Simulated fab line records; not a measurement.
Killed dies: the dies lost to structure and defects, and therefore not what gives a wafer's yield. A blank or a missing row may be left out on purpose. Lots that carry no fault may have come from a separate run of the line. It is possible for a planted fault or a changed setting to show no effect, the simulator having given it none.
fab line records	flow n5-finfet
[record] lots = 7	wafers = 21	last-day = 18
route steps=1938 shown BEOL_M9@1406 PASSIVATION@1936
lots untouched by any fault: they come from a run of this same line in which no faults occurred
start-h: hours from the record's first day to the start of the lot's first wafer shown	wait-h: hours since the lot's step before	" same as the row above	L1.1+2: a row that stands for several wafers	- either no value or no given start	* or withheld: withheld	< > ~ a bound
route shown NAME@n: NAME is a module with steps in the file, n the number in the route of the first one	usual: the fault-free wafers' mean and standard deviation	same: alike in all rows	chamber/n: place in a boat	sites: per-site readings	_std_site: their standard deviation	_edge_site: outer sites' mean less inner sites'	radius-mm: how far each site lies from the wafer's centre	mask NAME#n: copy n	behind: tool/chamber where the wafer was last shaped	hold: what put the lot on hold/how long, in hours/how the hold closed	device: whichever transistor did not switch (one of n, p or np)	end of line: tests of these same wafers at the route's end	where a step has no rows: the recipe by itself	killed: at the first sort, the dies lost to defects and structure; wafer yield is something else	map: dies across one wafer; x = killed, . = not, _ = none there
set.NAME: the run value of the setting; set.NAME@STEP: its run value at that earlier step	model.NAME: the simulator's own value behind a step, which no gauge read
lots at some steps of the route; a table a step, a row a wafer
services: a tool's chamber out of use, with start hour (start-h, from the record's first day; less than 0 if before it), hours out, and reason
[[steps]]
[step N5_BEOL_M9_COAT_59]
[recipe] resist = SOC	temp-c = 250	time-s = 60	spin-rpm = 1500	resist-thk-nm = 100
[step N5_BEOL_M9_COAT_60]
[recipe] resist = SiARC	temp-c = 220	time-s = 60	spin-rpm = 1500	resist-thk-nm = 30
[step N5_BEOL_M9_COAT_05]
[recipe] resist = CAR-ArF	spin-rpm = 1500	resist-thk-nm = 90
[step N5_BEOL_M9_EBR_07]
[recipe] solvent = PGMEA	ebr-width-mm = 1.5
[step N5_BEOL_M9_SOFTBAKE_06]
[recipe] temp-c = 110	time-s = 60	resist = CAR-ArF
[step N5_BEOL_M9_EXPOSE_08]
[recipe] mask-id = M9	na = 1.35	source-shape = dipole	sigma-inner = 0.411	sigma-outer = 0.611	polarization = te	dose-mj = 53.75
[step N5_BEOL_M9_PEB_09]
[recipe] peb-temp-c = withheld	peb-time-s = 60	resist = CAR-ArF
[step N5_BEOL_M9_DEVELOP_10]
[recipe] develop-time-s = 30	developer = TMAH	resist = CAR-ArF	rinse-liquid = diw	dry = air-spin	dev-temp-c = 23
[step N5_BEOL_M9_CD_MEAS_11]
[recipe] target-cd-nm = 64.1	landing-energy-ev = 500	detector = se-inlens	polarity = opening
[usual] cd-nm = 64.1/0.55
lot.wafer	tool	chamber	start-h	wait-h	cd-nm
L484.2	cd-sem-03	0	238.52	-	64.8
L484.4	"	0	"	"	65.1
L484.5	"	0	"	"	63.8
L489.2	cd-sem-02	0	262.14	-	63.4
L489.3	"	0	"	"	63.7
L489.6	"	0	"	"	63.8
L493.1	cd-sem-02	0	278.28	-	64.2
L493.2	"	0	"	"	64.0
L493.4	"	0	"	"	64.6
L495.1	cd-sem-03	0	297.72	-	63.3
L495.4	"	0	"	"	63.9
L495.6	"	0	"	"	63.5
L494.2	cd-sem-01	0	298.34	-	64.5
L494.5	"	0	"	"	64.5
L494.6	"	0	"	"	64.7
L503.1	cd-sem-01	0	358.52	-	63.8
L503.3	"	0	"	"	63.9
L503.5	"	0	"	"	62.8
L505.4	cd-sem-02	0	362.66	-	63.5
L505.5	"	0	"	"	63.6
L505.6	"	0	"	"	63.9
[step N5_BEOL_M9_OVL_MEAS_12]
[recipe] points-per-wafer = 44
[usual] M9_OVL = 0.4/0.72
lot.wafer	tool	chamber	start-h	wait-h	M9_OVL[nm]
L484.2	overlay-01	0	238.55	0.0	0.4
L484.4	"	0	"	"	0.7
L484.5	"	0	"	"	0.1
L489.2	overlay-02	0	262.17	0.0	1.1
L489.3	"	0	"	"	1.1
L489.6	"	0	"	"	1.3
L493.1	overlay-02	0	278.31	0.0	0.1
L493.2	"	0	"	"	0.7
L493.4	"	0	"	"	0.8
L495.1	overlay-02	0	297.75	0.0	0.4
L495.4	"	0	"	"	-0.2
L495.6	"	0	"	"	-0.2
L494.2	overlay-02	0	298.37	0.0	0.5
L494.5	"	0	"	"	1.2
L494.6	"	0	"	"	-0.4
L503.1	overlay-02	0	358.55	0.0	0.4
L503.3	"	0	"	"	1.0
L503.5	"	0	"	"	0.9
L505.4	overlay-02	0	362.69	0.0	0.9
L505.5	"	0	"	"	0.3
L505.6	"	0	"	"	1.0
[step N5_BEOL_M9_INSPECT_13]
[recipe] mode = adi	inspect-instrument = brightfield
[usual] raw-defect-count = 425/99
lot.wafer	tool	chamber	start-h	wait-h	raw-defect-count
L484.2	defect-inspect-02	-	238.58	0.0	457
L484.4	"	-	"	"	558
L484.5	"	-	"	"	444
L489.2	defect-inspect-02	-	262.20	0.0	345
L489.3	"	-	"	"	341
L489.6	"	-	"	"	602
L493.1	defect-inspect-01	-	278.34	0.0	513
L493.2	"	-	"	"	403
L493.4	"	-	"	"	450
L495.1	defect-inspect-02	-	297.77	0.0	396
L495.4	"	-	"	"	547
L495.6	"	-	"	"	307
L494.2	defect-inspect-02	-	298.40	0.0	406
L494.5	"	-	"	"	361
L494.6	"	-	"	"	352
L503.1	defect-inspect-02	-	358.57	0.0	422
L503.3	"	-	"	"	297
L503.5	"	-	"	"	387
L505.4	defect-inspect-01	-	362.72	0.0	323
L505.5	"	-	"	"	385
L505.6	"	-	"	"	452
[step N5_BEOL_M9_DESCUM_16]
[recipe] chemistry = O2	time-s = 7.9	source-power-w = 50	bias-power-w = 20	pressure-mtorr = 20	rf-frequency-hz = 2.712e+07	temp-c = 40	resist = CAR-ArF	o2-flow-sccm = 225
[usual] drypump-motor-current-A = 5.6/0.36	oes-product-au = 0.79/0.077	rf-vpp-V = 243.4/1.1	showerhead-plenum-p-Torr = 2.12/0.043	throttle-valve-pct = 20.44/0.19
lot.wafer	tool	chamber	start-h	wait-h	drypump-motor-current-A	oes-product-au	rf-hours-counter-h	rf-vpp-V	showerhead-plenum-p-Torr	throttle-valve-pct
L484.2	rie-diel-05	2	238.61	0.0	5.5	0.88	58	244.3	2.15	20.49
L484.4	"	1	"	"	5.6	0.74	171	242.5	2.11	20.54
L484.5	"	2	"	"	5.4	0.88	-	243.3	2.15	20.48
L489.2	rie-diel-04	3	262.37	0.2	5.7	0.84	61	241.7	2.10	20.37
L489.3	"	0	"	"	5.9	0.76	161	243.1	2.11	20.46
L489.6	"	1	"	"	5.3	0.89	-	243.6	2.03	20.15
L493.1	rie-diel-05	1	278.73	0.4	5.6	0.73	185	243.8	2.10	20.56
L493.2	"	3	"	"	5.6	0.86	47	242.3	2.05	20.37
L493.4	"	2	"	"	5.5	0.86	71	242.7	2.14	20.49
L495.1	rie-diel-05	3	297.81	0.0	5.6	0.85	54	243.8	2.05	20.38
L495.4	"	2	"	"	5.5	0.85	78	244.4	2.14	20.51
L495.6	"	0	"	"	6.2	0.71	-	244.3	2.15	20.65
L494.2	rie-diel-05	1	298.86	0.5	5.6	0.73	192	243.7	2.10	20.56
L494.5	"	3	"	"	5.6	0.85	-	242.0	2.05	20.39
L494.6	"	2	"	"	5.5	0.85	-	243.6	2.14	20.48
L503.1	rie-diel-05	2	358.96	0.4	5.5	0.83	95	244.4	2.13	20.53
L503.3	"	1	"	"	5.6	0.71	209	242.6	2.09	20.59
L503.5	"	0	"	"	6.2	0.69	-	242.3	2.14	20.68
L505.4	rie-diel-05	1	363.26	0.5	5.6	0.71	-	243.9	2.09	20.59
L505.5	"	0	"	"	6.2	0.68	-	243.7	2.14	20.70
L505.6	"	2	"	"	5.5	0.83	-	243.6	2.13	20.54
[step N5_BEOL_M9_ETCH_61]
[recipe] chemistry = CF4	target = SiARC	target-depth-a = 390	mask-material = CAR-ArF	time-s = 65	ion-energy-ev = 80	pressure-mtorr = 40	source-w = 545	bias-w = 36	Ar_flow_sccm = 100	cf4-flow-sccm = 100	ends = cleared
[usual] drypump-motor-current-A = 5.6/0.36	etch-rf-on-time-s = 65.2/1.3	oes-product-au = 0.68/0.063	rf-vpp-V = 184.2/0.9	showerhead-plenum-p-Torr = 2.16/0.046	throttle-valve-pct = 15.60/0.21
lot.wafer	tool	chamber	start-h	wait-h	drypump-motor-current-A	etch-rf-on-time-s	oes-product-au	rf-hours-counter-h	rf-vpp-V	showerhead-plenum-p-Torr	throttle-valve-pct
L484.2	rie-diel-05	2	238.64	0.0	5.5	66.9	0.73	58	184.3	2.17	15.50
L484.4	"	1	"	"	5.6	64.1	0.63	171	183.6	2.14	15.60
L484.5	"	2	"	"	5.5	67.1	0.73	-	184.5	2.17	15.49
L489.2	rie-diel-04	3	262.41	0.0	5.7	66.4	0.71	61	183.4	2.18	15.73
L489.3	"	0	"	"	5.9	64.7	0.64	161	183.6	2.13	15.47
L489.6	"	1	"	"	5.4	63.2	0.76	-	183.9	2.08	15.34
L493.1	rie-diel-05	1	278.76	0.0	5.6	63.6	0.62	185	184.7	2.14	15.63
L493.2	"	3	"	"	5.6	44.8	0.92	47	183.6	2.10	15.46
L493.4	"	2	"	"	5.5	46.0	0.90	71	185.3	2.17	15.50
L495.1	rie-diel-05	3	297.84	0.0	5.6	65.7	0.73	54	181.5	2.10	15.45
L495.4	"	2	"	"	5.5	47.2	0.88	78	185.6	2.16	15.52
L495.6	"	0	"	"	6.2	66.9	0.60	-	185.0	2.20	15.95
L494.2	rie-diel-05	1	298.89	0.0	5.6	44.2	0.77	192	183.6	2.13	15.64
L494.5	"	3	"	"	5.6	64.3	0.73	-	183.4	2.10	15.48
L494.6	"	2	"	"	5.5	66.4	0.71	-	184.9	2.16	15.53
L503.1	rie-diel-05	2	358.99	0.0	5.4	66.4	0.70	95	185.4	2.16	15.57
L503.3	"	1	"	"	5.6	63.2	0.62	209	183.4	2.13	15.67
L503.5	"	0	"	"	6.2	66.3	0.60	-	184.3	2.20	15.97
L505.4	rie-diel-05	1	363.30	0.0	5.6	62.9	0.61	-	183.4	2.13	15.67
L505.5	"	0	"	"	6.2	65.7	0.60	-	184.4	2.19	15.98
L505.6	"	2	"	"	5.5	65.9	0.70	-	184.1	2.16	15.57
[step N5_BEOL_M9_ETCH_62]
[recipe] chemistry = N2/H2	target = SOC	target-depth-a = 1100	overetch-a = 220	mask-material = SiARC	temp-c = 40	time-s = 165	ion-energy-ev = 200	pressure-mtorr = 30	source-w = 840	bias-w = 150	n2-flow-sccm = 200	h2-flow-sccm = 200
[usual] drypump-motor-current-A = 5.6/0.36	oes-product-au = 0.67/0.062	rf-vpp-V = 524.5/1.8	showerhead-plenum-p-Torr = 2.57/0.07	throttle-valve-pct = 17.81/0.26
lot.wafer	tool	chamber	start-h	wait-h	drypump-motor-current-A	oes-product-au	rf-hours-counter-h	rf-vpp-V	showerhead-plenum-p-Torr	throttle-valve-pct
L484.2	rie-diel-05	2	238.69	0.0	5.5	0.73	58	525.5	2.59	17.71
L484.4	"	1	"	"	5.6	0.62	171	525.4	2.52	17.71
L484.5	"	2	"	"	5.5	0.73	-	526.3	2.59	17.69
L489.2	rie-diel-04	3	262.46	0.0	5.7	0.71	61	525.8	2.60	18.03
L489.3	"	0	"	"	5.9	0.63	161	524.5	2.53	17.64
L489.6	"	1	"	"	5.3	0.75	-	522.3	2.48	17.72
L493.1	rie-diel-05	1	278.81	0.0	5.6	0.61	185	523.5	2.51	17.72
L493.2	"	3	"	"	5.6	0.74	47	522.9	2.46	17.42
L493.4	"	2	"	"	5.5	0.73	72	525.3	2.59	17.73
L495.1	rie-diel-05	3	297.89	0.0	5.6	0.72	54	523.8	2.46	17.44
L495.4	"	2	"	"	5.5	0.71	78	525.1	2.58	17.74
L495.6	"	0	"	"	6.2	0.61	-	526.2	2.63	18.25
L494.2	rie-diel-05	1	298.94	0.0	5.6	0.61	192	523.0	2.51	17.74
L494.5	"	3	"	"	5.6	0.72	-	522.1	2.46	17.43
L494.6	"	2	"	"	5.5	0.72	-	524.3	2.58	17.75
L503.1	rie-diel-05	2	359.04	0.0	5.5	0.70	95	524.9	2.58	17.77
L503.3	"	1	"	"	5.6	0.59	209	522.9	2.50	17.79
L503.5	"	0	"	"	6.2	0.60	-	526.3	2.62	18.27
L505.4	rie-diel-05	1	363.40	0.1	5.6	0.60	-	523.0	2.50	17.77
L505.5	"	0	"	"	6.2	0.60	-	526.1	2.62	18.27
L505.6	"	2	"	"	5.5	0.70	-	525.8	2.57	17.79
[step N5_PASSIVATION_PROBE_49]
[usual] defect-limited-yield = 91.4/1.5	killed_at_M0_to_M3 = 34/10	killed_at_M4_up = 15/6	killed-at-contacts = 12/6	killed-at-front-end = 37/11	killed-at-other = 3.3/2.8	killed-dies = 101/18	killed-open = 66/14	killed-short = 33/7.8	sort_bin_5_function = 5.0/0.97	sort_bin_6_memory = 3.2/0.72	sort-n-pass = 1079/18	sort-yield-pct = 91.4/1.5
[same] gross-dies = 1180	killed-at-back-side = 0	sort_bin_4_leakage[%] = 0	sort_bin_8_speed[%] = 0
lot.wafer	tool	chamber	start-h	wait-h	defect-limited-yield[%]	killed_at_M0_to_M3	killed_at_M4_up	killed-at-contacts	killed-at-front-end	killed-at-other	killed-dies	killed-open	killed-short	sort_bin_5_function[%]	sort_bin_6_memory[%]	sort-n-pass	sort-yield-pct[%]
L495.1	prober-01	-	363.85	0.0	91.4	23	7	16	55	0	101	71	27	5.3	2.8	1079	91.4
L495.4	prober-01	-	364.00	0.2	90.8	35	9	23	41	0	108	80	28	6.0	2.9	1072	90.8
L495.6	prober-01	-	364.10	0.3	90.3	27	19	20	48	0	114	76	35	6.3	3.1	1066	90.3
// killed by level:class
L495.1 STI_FIN_REVEAL:geometric-particle:open=14 MOL_CONTACT_COAG:geometric-particle:open=14 FIN_SAQP:geometric-particle:open=9 BEOL_M3:geometric-particle:open=8 FIN_SAQP:geometric-particle:short=7 GATE_CUT:geometric-particle:short=5 BEOL_M0_SAQP:geometric-particle:short=5 DUMMY_GATE:geometric-particle:open=4
L495.4 MOL_CONTACT_COAG:geometric-particle:open=17 BEOL_M2:geometric-particle:open=14 STI_FIN_REVEAL:geometric-particle:open=12 BEOL_M3:geometric-particle:open=8 FIN_SAQP:geometric-particle:open=6 GATE_CUT:geometric-particle:short=6 MOL_CONTACT_COAG:geometric-particle:short=6 GATE_CUT:geometric-particle:open=5
L495.6 FIN_SAQP:geometric-particle:short=14 MOL_CONTACT_COAG:geometric-particle:open=14 STI_FIN_REVEAL:geometric-particle:open=12 FIN_SAQP:geometric-particle:open=10 BEOL_M0_SAQP:geometric-particle:open=8 MOL_CONTACT_COAG:geometric-particle:short=6 BEOL_M1:geometric-particle:open=5 BEOL_M4:geometric-particle:open=5
[[services]]
tool	chamber	start-h	hours	kind
rie-diel-04	1	330.34	2.0	repair
rie-diel-05	3	351.34	12.4	repair
[[key]]
[first-sign] step = N5_BEOL_M9_ETCH_61	reading = etch-rf-on-time-s	direction = down	sigmas = 15	usual = *	struck = *
[effect] step = N5_BEOL_M9_ETCH_61	reading = oes-product-au	direction = up	sigmas = 3	usual = 0.68	struck = 0.87
met-at N5_BEOL_M9_ETCH_61
struck-wafers L493.2,L493.4,L494.2,L495.4
[baseline-loss] step = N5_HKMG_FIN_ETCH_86	wafers = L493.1
onset-between 238.64 278.76
[fault] kind = process-parameter-drift	tool = rie-diel-05	chamber = -	onset-h = 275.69	steps = N5_BEOL_M9_ETCH_61	channel = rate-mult	offset = 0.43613	shape = step	end-h = 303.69	scope = struck-wafers-only
// baseline-loss: these wafers lose ten dies or more at that step, a loss of the line's own and not of a fault; the sort's usual values leave them out
